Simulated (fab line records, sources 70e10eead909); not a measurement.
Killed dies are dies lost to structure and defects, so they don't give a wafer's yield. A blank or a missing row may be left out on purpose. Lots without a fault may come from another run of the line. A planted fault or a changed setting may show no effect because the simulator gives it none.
Chamber matching | flow nand_harc | NHARC_P_M1_PRE_CLEAN_32 on pecvd-02: 3 sister chambers
The step time 12 s. 3 wafers are shown with their chamber, then 7 later ones without.

WAFERS WITH THEIR CHAMBER
wafer  | chamber | heater_power_outer_w (W)
L308.6 | 2       | 407
L312.1 | 0       | 464
L312.5 | 1       | 497

WAFERS WITHOUT THEIR CHAMBER
wafer  | heater_power_outer_w (W)
L312.6 | 386
L313.2 | 383
L313.5 | 388
L313.6 | 475
L314.1 | 352
L314.2 | 436
L314.4 | 420

WHICH CHAMBER EACH WENT THROUGH
wafer  | from the rows above          | in truth
L312.6 | 2                            | 2
L313.2 | 2                            | 2
L313.5 | 2                            | 2
L313.6 | can't be placed: 0 or 1      | 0
L314.1 | 2                            | 2
L314.2 | can't be placed: 0 or 2 or 1 | 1
L314.4 | can't be placed: 2 or 0      | 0
Placed correctly: 4 of 7. Can't be placed from these rows: 3 (the true chamber is among the candidates in 3). Placed wrongly: 0.
How it was worked out, from the rows above alone: a wafer's distance from a chamber is the root of the sum, over the readings, of the square of ((its reading less the chamber's mean) divided by the reading's scatter). The wafer belongs to the nearest chamber; if the next one is less than 2 further off, it can't be placed. A chamber's mean is the mean of its shown wafers. The scatter: with one shown wafer a chamber, the root of the mean of the squares of how far each hidden wafer lies from its nearest shown one.
